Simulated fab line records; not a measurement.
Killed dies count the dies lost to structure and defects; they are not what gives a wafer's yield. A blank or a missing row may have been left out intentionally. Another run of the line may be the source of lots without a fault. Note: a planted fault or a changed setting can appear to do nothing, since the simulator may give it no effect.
A sampling plan put to the test || flow nand_harc || each of the 43 faults these records tell of, on one fab line, judged from the records of the lots it struck
The plan is the line's own looks: the steps of the route at which a gauge or an inspection reads the wafer and doesn't change it. A look can be judged if struck wafers have a number there and the file gives its usual mean and standard deviation on fault-free wafers. Caught: 4 or more of those standard deviations (sigma) separate the usual mean from the mean of the struck wafers at a look after the fault's first step. On the tool: the same test on the tool's own readings at the fault's steps. Caught also covers a different recipe on the struck wafers, or a record left blank for those wafers only.

== THE FAULTS, as the simulator had put them in ==
1. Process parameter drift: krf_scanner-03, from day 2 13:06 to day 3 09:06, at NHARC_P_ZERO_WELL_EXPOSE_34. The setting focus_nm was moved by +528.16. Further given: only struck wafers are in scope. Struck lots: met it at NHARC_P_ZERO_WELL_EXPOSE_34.
2. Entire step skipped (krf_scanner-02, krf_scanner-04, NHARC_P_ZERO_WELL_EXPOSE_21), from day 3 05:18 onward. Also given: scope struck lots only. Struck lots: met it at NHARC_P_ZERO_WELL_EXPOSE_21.
3. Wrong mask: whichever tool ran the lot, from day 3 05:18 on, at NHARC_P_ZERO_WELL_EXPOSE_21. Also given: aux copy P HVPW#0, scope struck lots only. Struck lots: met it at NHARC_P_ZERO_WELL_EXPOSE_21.
4. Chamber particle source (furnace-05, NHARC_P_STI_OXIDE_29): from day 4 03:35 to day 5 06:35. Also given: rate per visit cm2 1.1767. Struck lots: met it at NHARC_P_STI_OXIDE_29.
5. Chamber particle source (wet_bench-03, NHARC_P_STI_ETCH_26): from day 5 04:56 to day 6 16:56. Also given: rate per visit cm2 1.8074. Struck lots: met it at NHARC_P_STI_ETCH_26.
6. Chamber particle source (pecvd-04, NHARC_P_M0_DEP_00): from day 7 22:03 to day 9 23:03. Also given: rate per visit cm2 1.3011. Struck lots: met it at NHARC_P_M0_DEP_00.
7. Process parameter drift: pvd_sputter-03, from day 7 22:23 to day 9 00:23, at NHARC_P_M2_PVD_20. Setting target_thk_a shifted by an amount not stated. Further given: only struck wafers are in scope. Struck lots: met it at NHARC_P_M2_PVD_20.
8. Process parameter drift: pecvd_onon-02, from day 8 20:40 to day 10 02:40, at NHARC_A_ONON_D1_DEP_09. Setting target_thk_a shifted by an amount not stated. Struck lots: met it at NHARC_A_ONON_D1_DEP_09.
9. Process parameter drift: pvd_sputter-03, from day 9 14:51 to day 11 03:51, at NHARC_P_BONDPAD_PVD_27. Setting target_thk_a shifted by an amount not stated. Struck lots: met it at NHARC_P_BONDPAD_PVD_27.
10. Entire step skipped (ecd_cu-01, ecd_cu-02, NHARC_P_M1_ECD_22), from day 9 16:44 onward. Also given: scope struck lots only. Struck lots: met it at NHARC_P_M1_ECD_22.
11. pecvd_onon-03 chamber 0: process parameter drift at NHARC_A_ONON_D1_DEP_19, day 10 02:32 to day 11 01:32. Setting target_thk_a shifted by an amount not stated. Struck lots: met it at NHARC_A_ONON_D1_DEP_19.
12. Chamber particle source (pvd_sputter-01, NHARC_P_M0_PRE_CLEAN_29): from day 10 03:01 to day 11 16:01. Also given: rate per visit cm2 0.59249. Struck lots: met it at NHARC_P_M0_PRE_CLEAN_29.
13. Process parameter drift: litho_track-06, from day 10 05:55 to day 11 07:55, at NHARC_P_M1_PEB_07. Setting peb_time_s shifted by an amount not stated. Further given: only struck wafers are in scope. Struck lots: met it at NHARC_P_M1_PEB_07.
14. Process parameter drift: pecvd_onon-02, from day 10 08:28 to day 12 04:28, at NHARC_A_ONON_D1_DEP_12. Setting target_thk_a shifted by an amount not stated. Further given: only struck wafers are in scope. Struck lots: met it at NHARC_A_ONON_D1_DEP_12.
15. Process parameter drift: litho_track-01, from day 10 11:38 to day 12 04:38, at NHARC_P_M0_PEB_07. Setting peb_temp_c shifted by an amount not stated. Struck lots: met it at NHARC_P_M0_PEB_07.
16. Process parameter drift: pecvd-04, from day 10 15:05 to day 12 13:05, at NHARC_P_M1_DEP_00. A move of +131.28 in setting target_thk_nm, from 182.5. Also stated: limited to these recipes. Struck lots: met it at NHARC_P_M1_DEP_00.
17. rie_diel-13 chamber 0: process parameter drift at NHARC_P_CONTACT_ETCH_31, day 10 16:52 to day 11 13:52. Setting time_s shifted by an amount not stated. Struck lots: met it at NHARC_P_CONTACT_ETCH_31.
18. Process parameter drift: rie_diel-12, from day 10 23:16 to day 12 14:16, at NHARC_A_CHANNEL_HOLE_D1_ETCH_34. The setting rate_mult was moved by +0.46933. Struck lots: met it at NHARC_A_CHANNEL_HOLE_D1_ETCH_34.
19. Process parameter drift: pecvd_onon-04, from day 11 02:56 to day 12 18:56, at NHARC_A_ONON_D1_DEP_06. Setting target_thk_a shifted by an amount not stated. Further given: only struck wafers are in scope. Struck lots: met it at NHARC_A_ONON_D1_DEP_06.
20. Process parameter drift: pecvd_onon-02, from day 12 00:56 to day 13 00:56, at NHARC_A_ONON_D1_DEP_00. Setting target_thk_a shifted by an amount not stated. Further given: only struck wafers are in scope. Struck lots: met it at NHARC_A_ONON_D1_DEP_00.
21. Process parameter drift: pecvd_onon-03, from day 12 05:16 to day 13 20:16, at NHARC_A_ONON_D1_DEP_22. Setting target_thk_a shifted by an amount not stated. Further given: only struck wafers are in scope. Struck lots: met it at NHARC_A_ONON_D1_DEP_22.
22. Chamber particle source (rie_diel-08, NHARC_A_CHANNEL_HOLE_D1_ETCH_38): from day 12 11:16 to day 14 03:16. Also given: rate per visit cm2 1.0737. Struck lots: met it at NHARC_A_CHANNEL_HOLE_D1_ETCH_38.
23. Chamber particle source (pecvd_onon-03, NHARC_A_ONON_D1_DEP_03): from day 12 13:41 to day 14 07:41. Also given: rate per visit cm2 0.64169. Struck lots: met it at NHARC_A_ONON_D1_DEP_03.
24. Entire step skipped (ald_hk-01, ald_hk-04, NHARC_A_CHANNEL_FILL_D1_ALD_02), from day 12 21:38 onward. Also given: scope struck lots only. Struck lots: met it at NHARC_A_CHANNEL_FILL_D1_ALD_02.
25. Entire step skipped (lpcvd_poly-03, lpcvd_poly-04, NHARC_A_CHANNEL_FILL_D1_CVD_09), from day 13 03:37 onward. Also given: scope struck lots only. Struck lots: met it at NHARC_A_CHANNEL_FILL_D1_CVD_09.
26. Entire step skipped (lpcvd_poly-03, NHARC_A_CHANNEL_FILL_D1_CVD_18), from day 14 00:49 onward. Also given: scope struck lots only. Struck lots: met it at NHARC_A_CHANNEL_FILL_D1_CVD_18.
27. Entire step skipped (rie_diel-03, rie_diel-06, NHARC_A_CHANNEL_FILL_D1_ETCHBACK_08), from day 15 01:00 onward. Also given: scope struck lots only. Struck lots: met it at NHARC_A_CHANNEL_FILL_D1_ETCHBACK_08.
28. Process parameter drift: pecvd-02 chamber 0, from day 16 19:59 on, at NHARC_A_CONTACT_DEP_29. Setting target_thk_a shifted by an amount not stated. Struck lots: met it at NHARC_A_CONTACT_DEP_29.
29. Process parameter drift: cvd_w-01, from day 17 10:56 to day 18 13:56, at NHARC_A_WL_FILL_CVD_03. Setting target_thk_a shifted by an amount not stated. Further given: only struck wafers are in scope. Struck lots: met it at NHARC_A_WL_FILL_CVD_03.
30. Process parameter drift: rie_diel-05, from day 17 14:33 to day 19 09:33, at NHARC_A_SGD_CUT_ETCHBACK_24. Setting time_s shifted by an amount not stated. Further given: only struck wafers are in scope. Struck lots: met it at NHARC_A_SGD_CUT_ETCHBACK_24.
31. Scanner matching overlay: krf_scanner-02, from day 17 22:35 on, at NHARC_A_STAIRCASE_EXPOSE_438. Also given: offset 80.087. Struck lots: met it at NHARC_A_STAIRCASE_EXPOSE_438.
32. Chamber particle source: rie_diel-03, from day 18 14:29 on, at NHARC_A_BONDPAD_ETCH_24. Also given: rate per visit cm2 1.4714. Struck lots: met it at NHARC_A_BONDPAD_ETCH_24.
33. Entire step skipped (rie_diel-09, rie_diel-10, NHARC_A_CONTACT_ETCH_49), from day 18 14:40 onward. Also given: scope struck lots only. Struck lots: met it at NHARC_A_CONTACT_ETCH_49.
34. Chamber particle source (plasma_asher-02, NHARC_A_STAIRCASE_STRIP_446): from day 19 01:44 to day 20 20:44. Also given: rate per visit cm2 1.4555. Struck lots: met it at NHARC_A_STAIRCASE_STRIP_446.
35. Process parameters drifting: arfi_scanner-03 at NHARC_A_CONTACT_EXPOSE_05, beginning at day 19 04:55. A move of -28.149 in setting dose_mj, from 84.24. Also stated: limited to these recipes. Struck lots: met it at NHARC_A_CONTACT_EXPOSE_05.
36. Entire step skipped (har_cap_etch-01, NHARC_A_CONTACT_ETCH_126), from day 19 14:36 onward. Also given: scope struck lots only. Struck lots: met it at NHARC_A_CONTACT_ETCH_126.
37. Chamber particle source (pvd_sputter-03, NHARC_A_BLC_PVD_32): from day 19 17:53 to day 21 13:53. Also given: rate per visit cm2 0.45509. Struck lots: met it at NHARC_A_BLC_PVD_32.
38. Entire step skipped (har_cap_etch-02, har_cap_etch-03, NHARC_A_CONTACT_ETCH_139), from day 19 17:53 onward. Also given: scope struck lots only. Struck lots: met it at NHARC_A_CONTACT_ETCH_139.
39. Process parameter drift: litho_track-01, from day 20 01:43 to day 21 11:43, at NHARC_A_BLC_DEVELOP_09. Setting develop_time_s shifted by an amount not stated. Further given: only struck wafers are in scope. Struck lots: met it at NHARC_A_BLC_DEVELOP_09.
40. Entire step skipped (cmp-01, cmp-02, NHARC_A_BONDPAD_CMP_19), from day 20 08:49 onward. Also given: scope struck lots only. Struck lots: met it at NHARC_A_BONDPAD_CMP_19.
41. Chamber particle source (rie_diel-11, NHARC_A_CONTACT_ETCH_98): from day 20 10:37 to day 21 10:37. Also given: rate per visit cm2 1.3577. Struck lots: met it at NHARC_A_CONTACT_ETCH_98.
42. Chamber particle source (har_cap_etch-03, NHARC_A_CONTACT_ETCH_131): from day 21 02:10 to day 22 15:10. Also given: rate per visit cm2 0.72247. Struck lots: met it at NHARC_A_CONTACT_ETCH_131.
43. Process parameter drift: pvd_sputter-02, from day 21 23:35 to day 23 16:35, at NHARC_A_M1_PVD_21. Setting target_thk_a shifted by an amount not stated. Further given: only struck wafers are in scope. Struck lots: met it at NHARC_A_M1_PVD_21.

== WHAT THE PLAN SAW ==
{"fault": 1, "on the tool itself": "no reading that can be judged", "first look that catches it": "NHARC_P_ZERO_WELL_CD_MEAS_37", "reading, sigma": "cd_nm +23", "median hours from its first step to that look": 0.2, "hours from the fault's start to the first struck lot there": 3, "judged looks passed uncaught": 0}
{"fault": 2, "on the tool itself": "no reading that can be judged", "first look that catches it": "NHARC_P_ZERO_WELL_INSPECT_43", "reading, sigma": "raw_defect_count +99 or beyond", "median hours from its first step to that look": 5.2, "hours from the fault's start to the first struck lot there": 8, "judged looks passed uncaught": 0}
{"fault": 3, "on the tool itself": "no reading that can be judged", "first look that catches it": "NHARC_END_SORT_01", "reading, sigma": "killed_at_periphery +99 or beyond", "median hours from its first step to that look": 430.4, "hours from the fault's start to the first struck lot there": 433, "judged looks passed uncaught": 0}
{"fault": 4, "on the tool itself": "no reading that can be judged", "first look that catches it": "NHARC_P_STI_INSPECT_11", "reading, sigma": "raw_defect_count +99 or beyond", "median hours from its first step to that look": 11.4, "hours from the fault's start to the first struck lot there": 8, "judged looks passed uncaught": 0}
{"fault": 5, "on the tool itself": "no reading that can be judged", "first look that catches it": "NHARC_P_STI_INSPECT_11", "reading, sigma": "raw_defect_count +99 or beyond", "median hours from its first step to that look": 16.3, "hours from the fault's start to the first struck lot there": 20, "judged looks passed uncaught": 0}
{"fault": 6, "on the tool itself": "no reading that can be judged", "first look that catches it": "NHARC_P_M0_INSPECT_11", "reading, sigma": "raw_defect_count +99 or beyond", "median hours from its first step to that look": 0.9, "hours from the fault's start to the first struck lot there": 6, "judged looks passed uncaught": 0}
{"fault": 7, "on the tool itself": "under 2 sigma", "first look that catches it": "NHARC_END_SORT_01", "reading, sigma": "killed_at_periphery +13", "median hours from its first step to that look": 323.9, "hours from the fault's start to the first struck lot there": 338, "judged looks passed uncaught": 0}
{"fault": 8, "on the tool itself": "no reading that can be judged", "first look that catches it": "NHARC_A_ONON_D1_THK_MEAS_11", "reading, sigma": "thk_nm -99 or beyond", "median hours from its first step to that look": 0.5, "hours from the fault's start to the first struck lot there": 10, "judged looks passed uncaught": 0}
{"fault": 9, "on the tool itself": "under 2 sigma", "first look that catches it": "NHARC_END_SORT_01", "reading, sigma": "killed_at_periphery +99 or beyond", "median hours from its first step to that look": 308.5, "hours from the fault's start to the first struck lot there": 304, "judged looks passed uncaught": 0}
{"fault": 10, "on the tool itself": "the tool's record is blank for the struck wafers", "first look that catches it": "NHARC_P_M1_THK_MEAS_24", "reading, sigma": "thk_nm -75", "median hours from its first step to that look": 1.0, "hours from the fault's start to the first struck lot there": 11, "judged looks passed uncaught": 0}
{"fault": 11, "on the tool itself": "under 2 sigma", "first look that catches it": "NHARC_A_ONON_D1_THK_MEAS_21", "reading, sigma": "thk_nm -47", "median hours from its first step to that look": 0.5, "hours from the fault's start to the first struck lot there": 5, "judged looks passed uncaught": 0}
{"fault": 12, "on the tool itself": "under 2 sigma", "first look that catches it": "NHARC_END_SORT_01", "reading, sigma": "killed_at_periphery +34", "median hours from its first step to that look": 329.6, "hours from the fault's start to the first struck lot there": 317, "judged looks passed uncaught": 1}
{"fault": 13, "on the tool itself": "heater_power_total_W +11 sigma", "first look that catches it": "none of the 4 looks that can be judged after it", "reading, sigma": "strongest: cd_nm at NHARC_P_M1_CD_MEAS_09, -2.7", "median hours from its first step to that look": "-", "hours from the fault's start to the first struck lot there": "-", "judged looks passed uncaught": 4}
{"fault": 14, "on the tool itself": "no reading that can be judged", "first look that catches it": "NHARC_A_ONON_D1_THK_MEAS_14", "reading, sigma": "thk_nm -51", "median hours from its first step to that look": 0.5, "hours from the fault's start to the first struck lot there": 9, "judged looks passed uncaught": 0}
{"fault": 15, "on the tool itself": "plate_temp_C +33 sigma", "first look that catches it": "NHARC_P_M0_CD_MEAS_09", "reading, sigma": "cd_nm +21", "median hours from its first step to that look": 0.1, "hours from the fault's start to the first struck lot there": 5, "judged looks passed uncaught": 0}
{"fault": 16, "on the tool itself": "under 2 sigma", "first look that catches it": "NHARC_END_SORT_01", "reading, sigma": "killed_at_periphery +99 or beyond", "median hours from its first step to that look": 332.1, "hours from the fault's start to the first struck lot there": 331, "judged looks passed uncaught": 0}
{"fault": 17, "on the tool itself": "run_length_s -99 or beyond sigma", "first look that catches it": "NHARC_END_SORT_01", "reading, sigma": "killed_at_periphery +99 or beyond", "median hours from its first step to that look": 346.6, "hours from the fault's start to the first struck lot there": 352, "judged looks passed uncaught": 0}
{"fault": 18, "on the tool itself": "oes_product_au +11 sigma", "first look that catches it": "not the one look that can be judged after it", "reading, sigma": "-", "median hours from its first step to that look": "-", "hours from the fault's start to the first struck lot there": "-", "judged looks passed uncaught": 1}
{"fault": 19, "on the tool itself": "under 2 sigma", "first look that catches it": "NHARC_A_ONON_D1_THK_MEAS_08", "reading, sigma": "thk_nm -28", "median hours from its first step to that look": 0.5, "hours from the fault's start to the first struck lot there": 11, "judged looks passed uncaught": 0}
{"fault": 20, "on the tool itself": "no reading that can be judged", "first look that catches it": "NHARC_A_ONON_D1_THK_MEAS_02", "reading, sigma": "thk_nm -25", "median hours from its first step to that look": 0.5, "hours from the fault's start to the first struck lot there": 5, "judged looks passed uncaught": 0}
{"fault": 21, "on the tool itself": "no reading that can be judged", "first look that catches it": "NHARC_A_ONON_D1_THK_MEAS_24", "reading, sigma": "thk_nm +36", "median hours from its first step to that look": 0.4, "hours from the fault's start to the first struck lot there": 4, "judged looks passed uncaught": 0}
{"fault": 22, "on the tool itself": "under 2 sigma", "first look that catches it": "NHARC_A_CHANNEL_HOLE_D1_INSPECT_40", "reading, sigma": "raw_defect_count +36", "median hours from its first step to that look": 8.8, "hours from the fault's start to the first struck lot there": 10, "judged looks passed uncaught": 0}
{"fault": 23, "on the tool itself": "under 2 sigma", "first look that catches it": "NHARC_END_SORT_01", "reading, sigma": "killed_at_array +7.1", "median hours from its first step to that look": 290.9, "hours from the fault's start to the first struck lot there": 300, "judged looks passed uncaught": 1}
{"fault": 24, "on the tool itself": "the tool's record is blank for the struck wafers", "first look that catches it": "NHARC_END_SORT_01", "reading, sigma": "killed_at_array +68", "median hours from its first step to that look": 266.5, "hours from the fault's start to the first struck lot there": 264, "judged looks passed uncaught": 0}
{"fault": 25, "on the tool itself": "the tool's record is blank for the struck wafers", "first look that catches it": "NHARC_END_SORT_01", "reading, sigma": "killed_at_array +67", "median hours from its first step to that look": 209.5, "hours from the fault's start to the first struck lot there": 219, "judged looks passed uncaught": 0}
{"fault": 26, "on the tool itself": "the tool's record is blank for the struck wafers", "first look that catches it": "NHARC_END_SORT_01", "reading, sigma": "killed_at_array +68", "median hours from its first step to that look": 245.6, "hours from the fault's start to the first struck lot there": 246, "judged looks passed uncaught": 0}
{"fault": 27, "on the tool itself": "the tool's record is blank for the struck wafers", "first look that catches it": "NHARC_END_SORT_01", "reading, sigma": "killed_at_array +68", "median hours from its first step to that look": 229.8, "hours from the fault's start to the first struck lot there": 225, "judged looks passed uncaught": 0}
{"fault": 28, "on the tool itself": "under 2 sigma", "first look that catches it": "NHARC_END_SORT_01", "reading, sigma": "killed_at_array +67", "median hours from its first step to that look": 72.7, "hours from the fault's start to the first struck lot there": 118, "judged looks passed uncaught": 0}
{"fault": 29, "on the tool itself": "under 2 sigma", "first look that catches it": "NHARC_END_SORT_01", "reading, sigma": "killed_at_array +68", "median hours from its first step to that look": 107.1, "hours from the fault's start to the first struck lot there": 103, "judged looks passed uncaught": 0}
{"fault": 30, "on the tool itself": "run_length_s -57 sigma", "first look that catches it": "NHARC_END_SORT_01", "reading, sigma": "killed_at_array +67", "median hours from its first step to that look": 125.4, "hours from the fault's start to the first struck lot there": 137, "judged looks passed uncaught": 0}
{"fault": 31, "on the tool itself": "under 2 sigma", "first look that catches it": "no look after it can be judged", "reading, sigma": "-", "median hours from its first step to that look": "-", "hours from the fault's start to the first struck lot there": "-", "judged looks passed uncaught": 0}
{"fault": 32, "on the tool itself": "under 2 sigma", "first look that catches it": "NHARC_END_SORT_01", "reading, sigma": "sort_bin_3_pct +16", "median hours from its first step to that look": 31.5, "hours from the fault's start to the first struck lot there": 63, "judged looks passed uncaught": 0}
{"fault": 33, "on the tool itself": "the tool's record is blank for the struck wafers", "first look that catches it": "NHARC_END_SORT_01", "reading, sigma": "killed_at_array +68", "median hours from its first step to that look": 76.3, "hours from the fault's start to the first struck lot there": 74, "judged looks passed uncaught": 0}
{"fault": 34, "on the tool itself": "under 2 sigma", "first look that catches it": "NHARC_END_SORT_01", "reading, sigma": "killed_at_array +6.9", "median hours from its first step to that look": 137.8, "hours from the fault's start to the first struck lot there": 144, "judged looks passed uncaught": 0}
{"fault": 35, "on the tool itself": "exposure_dose_mJ_cm2 -99 or beyond sigma", "first look that catches it": "NHARC_A_CONTACT_CD_MEAS_08", "reading, sigma": "cd_nm -39", "median hours from its first step to that look": 0.1, "hours from the fault's start to the first struck lot there": 3, "judged looks passed uncaught": 0}
{"fault": 36, "on the tool itself": "the tool's record is blank for the struck wafers", "first look that catches it": "NHARC_END_SORT_01", "reading, sigma": "killed_at_array +67", "median hours from its first step to that look": 65.5, "hours from the fault's start to the first struck lot there": 64, "judged looks passed uncaught": 0}
{"fault": 37, "on the tool itself": "under 2 sigma", "first look that catches it": "NHARC_END_SORT_01", "reading, sigma": "killed_at_array +7.0", "median hours from its first step to that look": 53.6, "hours from the fault's start to the first struck lot there": 53, "judged looks passed uncaught": 1}
{"fault": 38, "on the tool itself": "the tool's record is blank for the struck wafers", "first look that catches it": "NHARC_END_SORT_01", "reading, sigma": "killed_at_array +68", "median hours from its first step to that look": 58.7, "hours from the fault's start to the first struck lot there": 61, "judged looks passed uncaught": 0}
{"fault": 39, "on the tool itself": "no reading that can be judged", "first look that catches it": "none of the 2 looks that can be judged after it", "reading, sigma": "strongest: cd_nm at NHARC_A_BLC_CD_MEAS_10, -3.7", "median hours from its first step to that look": "-", "hours from the fault's start to the first struck lot there": "-", "judged looks passed uncaught": 2}
{"fault": 40, "on the tool itself": "the tool's record is blank for the struck wafers", "first look that catches it": "NHARC_A_BONDPAD_THK_MEAS_20", "reading, sigma": "thk_nm +99 or beyond", "median hours from its first step to that look": 0.3, "hours from the fault's start to the first struck lot there": 0, "judged looks passed uncaught": 0}
{"fault": 41, "on the tool itself": "under 2 sigma", "first look that catches it": "NHARC_END_SORT_01", "reading, sigma": "killed_at_array +7.3", "median hours from its first step to that look": 55.8, "hours from the fault's start to the first struck lot there": 69, "judged looks passed uncaught": 2}
{"fault": 42, "on the tool itself": "under 2 sigma", "first look that catches it": "NHARC_END_SORT_01", "reading, sigma": "killed_at_array +5.6", "median hours from its first step to that look": 67.9, "hours from the fault's start to the first struck lot there": 74, "judged looks passed uncaught": 0}
{"fault": 43, "on the tool itself": "under 2 sigma", "first look that catches it": "NHARC_END_SORT_01", "reading, sigma": "sort_bin_2_pct +99 or beyond", "median hours from its first step to that look": 36.2, "hours from the fault's start to the first struck lot there": 46, "judged looks passed uncaught": 0}
A dash: the fault is not caught, or the number is missing from these records.

Caught at a look: 39 of 43. Caught on the tool: 15 of 43. By one or the other: 41 of 43.
Faults caught by the tool alone: 13, 18.
Caught at a look alone: faults 1, 2, 3, 4, 5, 6, 7, 8, 9, 11, 12, 14, 16, 19, 20, 21, 22, 23, 28, 29, 32, 34, 37, 41, 42, 43.
Caught by neither: faults 31, 39.

== THINNER SAMPLING ==
If the look that catches a fault measured only every second or every third lot, by lot number, the first struck lot would be measured this late in the worst case:
{"fault": 1, "struck lots at that look, in order of time": "L334, L336", "every lot": "3 h", "every second lot": "may miss all 2", "every third lot": "may miss all 2"}
{"fault": 2, "struck lots at that look, in order of time": "L842, L843", "every lot": "8 h", "every second lot": "14 h", "every third lot": "may miss all 2"}
{"fault": 3, "struck lots at that look, in order of time": "L680", "every lot": "433 h", "every second lot": "may miss it", "every third lot": "may miss it"}
{"fault": 4, "struck lots at that look, in order of time": "L466, L467", "every lot": "8 h", "every second lot": "15 h", "every third lot": "may miss all 2"}
{"fault": 5, "struck lots at that look, in order of time": "L448, L450", "every lot": "20 h", "every second lot": "may miss all 2", "every third lot": "may miss all 2"}
{"fault": 6, "struck lots at that look, in order of time": "L703, L706, L707", "every lot": "6 h", "every second lot": "26 h", "every third lot": "may miss all 3"}
{"fault": 7, "struck lots at that look, in order of time": "L248", "every lot": "338 h", "every second lot": "may miss it", "every third lot": "may miss it"}
{"fault": 8, "struck lots at that look, in order of time": "L990, L991, L993", "every lot": "10 h", "every second lot": "17 h", "every third lot": "may miss all 3"}
{"fault": 9, "struck lots at that look, in order of time": "L192, L191, L194", "every lot": "304 h", "every second lot": "328 h", "every third lot": "may miss all 3"}
{"fault": 10, "struck lots at that look, in order of time": "L423, L426, L428", "every lot": "11 h", "every second lot": "13 h", "every third lot": "may miss all 3"}
{"fault": 11, "struck lots at that look, in order of time": "L612, L614", "every lot": "5 h", "every second lot": "may miss all 2", "every third lot": "may miss all 2"}
{"fault": 12, "struck lots at that look, in order of time": "L940, L943", "every lot": "317 h", "every second lot": "357 h", "every third lot": "may miss all 2"}
{"fault": 14, "struck lots at that look, in order of time": "L889, L892", "every lot": "9 h", "every second lot": "39 h", "every third lot": "may miss all 2"}
{"fault": 15, "struck lots at that look, in order of time": "L463, L466", "every lot": "5 h", "every second lot": "18 h", "every third lot": "may miss all 2"}
{"fault": 16, "struck lots at that look, in order of time": "L349, L351", "every lot": "331 h", "every second lot": "may miss all 2", "every third lot": "may miss all 2"}
{"fault": 17, "struck lots at that look, in order of time": "L682", "every lot": "352 h", "every second lot": "may miss it", "every third lot": "may miss it"}
{"fault": 19, "struck lots at that look, in order of time": "L888, L894, L896", "every lot": "11 h", "every second lot": "may miss all 3", "every third lot": "may miss all 3"}
{"fault": 20, "struck lots at that look, in order of time": "L717, L719", "every lot": "5 h", "every second lot": "may miss all 2", "every third lot": "may miss all 2"}
{"fault": 21, "struck lots at that look, in order of time": "L472, L474", "every lot": "4 h", "every second lot": "may miss all 2", "every third lot": "may miss all 2"}
{"fault": 22, "struck lots at that look, in order of time": "L542, L540, L545", "every lot": "10 h", "every second lot": "22 h", "every third lot": "may miss all 3"}
{"fault": 23, "struck lots at that look, in order of time": "L544, L543", "every lot": "300 h", "every second lot": "306 h", "every third lot": "may miss all 2"}
{"fault": 24, "struck lots at that look, in order of time": "L423, L422", "every lot": "264 h", "every second lot": "270 h", "every third lot": "may miss all 2"}
{"fault": 25, "struck lots at that look, in order of time": "L192, L191", "every lot": "219 h", "every second lot": "244 h", "every third lot": "may miss all 2"}
{"fault": 26, "struck lots at that look, in order of time": "L735, L736", "every lot": "246 h", "every second lot": "249 h", "every third lot": "may miss all 2"}
{"fault": 27, "struck lots at that look, in order of time": "L623, L624", "every lot": "225 h", "every second lot": "239 h", "every third lot": "may miss all 2"}
{"fault": 28, "struck lots at that look, in order of time": "L145", "every lot": "118 h", "every second lot": "may miss it", "every third lot": "may miss it"}
{"fault": 29, "struck lots at that look, in order of time": "L386, L393", "every lot": "103 h", "every second lot": "116 h", "every third lot": "may miss all 2"}
{"fault": 30, "struck lots at that look, in order of time": "L563, L569, L570", "every lot": "137 h", "every second lot": "161 h", "every third lot": "may miss all 3"}
{"fault": 32, "struck lots at that look, in order of time": "L179, L178", "every lot": "63 h", "every second lot": "64 h", "every third lot": "may miss all 2"}
{"fault": 33, "struck lots at that look, in order of time": "L749, L753", "every lot": "74 h", "every second lot": "may miss all 2", "every third lot": "may miss all 2"}
{"fault": 34, "struck lots at that look, in order of time": "L100, L999", "every lot": "144 h", "every second lot": "150 h", "every third lot": "may miss all 2"}
{"fault": 35, "struck lots at that look, in order of time": "L960, L961, L957", "every lot": "3 h", "every second lot": "6 h", "every third lot": "may miss all 3"}
{"fault": 36, "struck lots at that look, in order of time": "L595, L594", "every lot": "64 h", "every second lot": "89 h", "every third lot": "may miss all 2"}
{"fault": 37, "struck lots at that look, in order of time": "L329, L330", "every lot": "53 h", "every second lot": "55 h", "every third lot": "may miss all 2"}
{"fault": 38, "struck lots at that look, in order of time": "L898, L899", "every lot": "61 h", "every second lot": "61 h", "every third lot": "may miss all 2"}
{"fault": 40, "struck lots at that look, in order of time": "L702, L703, L706", "every lot": "0 h", "every second lot": "3 h", "every third lot": "may miss all 3"}
{"fault": 41, "struck lots at that look, in order of time": "L268, L274", "every lot": "69 h", "every second lot": "may miss all 2", "every third lot": "may miss all 2"}
{"fault": 42, "struck lots at that look, in order of time": "L689, L692", "every lot": "74 h", "every second lot": "77 h", "every third lot": "may miss all 2"}
{"fault": 43, "struck lots at that look, in order of time": "L728", "every lot": "46 h", "every second lot": "may miss it", "every third lot": "may miss it"}
Hours: fault start to first struck lot measured. The limit of 4 sigma was tested on all struck wafers together, so one lot alone may lie under it. Other struck lots may not be in these records.

== THE LONGEST TIMED WAY FROM STEP TO LOOK ==
In fault 3, a median of 430.4 hours elapses between NHARC_P_ZERO_WELL_EXPOSE_21 and NHARC_END_SORT_01. No look between them can be judged.
